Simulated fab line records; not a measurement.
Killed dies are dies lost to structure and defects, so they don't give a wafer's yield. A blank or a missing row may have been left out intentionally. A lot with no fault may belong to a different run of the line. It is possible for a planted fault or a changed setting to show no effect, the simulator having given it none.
Which tool did it? ; flow n5Finfet ; 12 lots with 36 wafers sampled at 2 steps, on a route of 1938 steps

== WHAT THE GAUGES READ, wafer by wafer ==
N5_BEOL_M7_RS_MEAS_57: uses a four-point probe to measure.
lot;measured;on;M7_RS (ohm/sq)
L075;day 10 00:19;filmMetro-02;0.309 0.285 0.314
L077;day 10 20:33;filmMetro-01;0.269 0.279 0.294
L078;day 11 07:02;filmMetro-02;0.307 0.293 0.281
L082;day 11 17:58;filmMetro-01;0.293 0.276 0.280
L083;day 11 22:40;filmMetro-01;0.306 0.307 0.297
L085;day 12 14:19;filmMetro-01;0.288 0.261 0.280
L086;day 13 01:03;filmMetro-02;0.278 0.286 0.282
L089;day 13 14:10;filmMetro-02;0.279 0.291 0.296
L093;day 14 02:11;filmMetro-02;0.281 0.299 0.312
L091;day 14 21:56;filmMetro-02;0.284 0.296 0.276
L096;day 15 02:40;filmMetro-02;0.291 0.300 0.292
L097;day 15 14:45;filmMetro-01;0.295 0.282 0.275

== WHICH TOOL RAN EACH LOT (tool, then ch and the chambers of the sampled wafers, then the start) ==
lot;N5_BEOL_M7_DEGAS_44
L075;pvdSputter-02, day 9 22:25
L077;pvdSputter-03, day 10 17:50
L078;pvdSputter-02, day 11 05:16
L082;pvdSputter-03, day 11 16:08
L083;pvdSputter-02, day 11 20:34
L085;pvdSputter-03, day 12 12:17
L086;pvdSputter-02, day 12 22:01
L089;pvdSputter-02, day 13 12:14
L093;pvdSputter-02, day 14 00:02
L091;pvdSputter-03, day 14 19:49
L096;pvdSputter-02, day 15 00:54
L097;pvdSputter-01, day 15 12:56
- N5_BEOL_M7_DEGAS_44: time 60 s.

== THE ANSWER, worked out from the rows above alone ==
Rule: the lots themselves supply what counts as usual. The widest of any qualifying gaps counts: lots, ordered by their means at a reading, are off when they make up no more than a third of the lots, leave a main group of 4 or more, and stand apart from it by 3 or more times the standard deviation of that group's means. A main group is skipped when, at the precision printed for the reading in the tables above, its means are all equal. Also off: a lot with no number at a reading for which 4 or more lots have one. All remaining lots with rows at the step are treated as sound.
Nothing can be told from this: no lot is off at any reading shown.

== WHAT HAD BEEN PUT IN BY THE SIMULATOR ==
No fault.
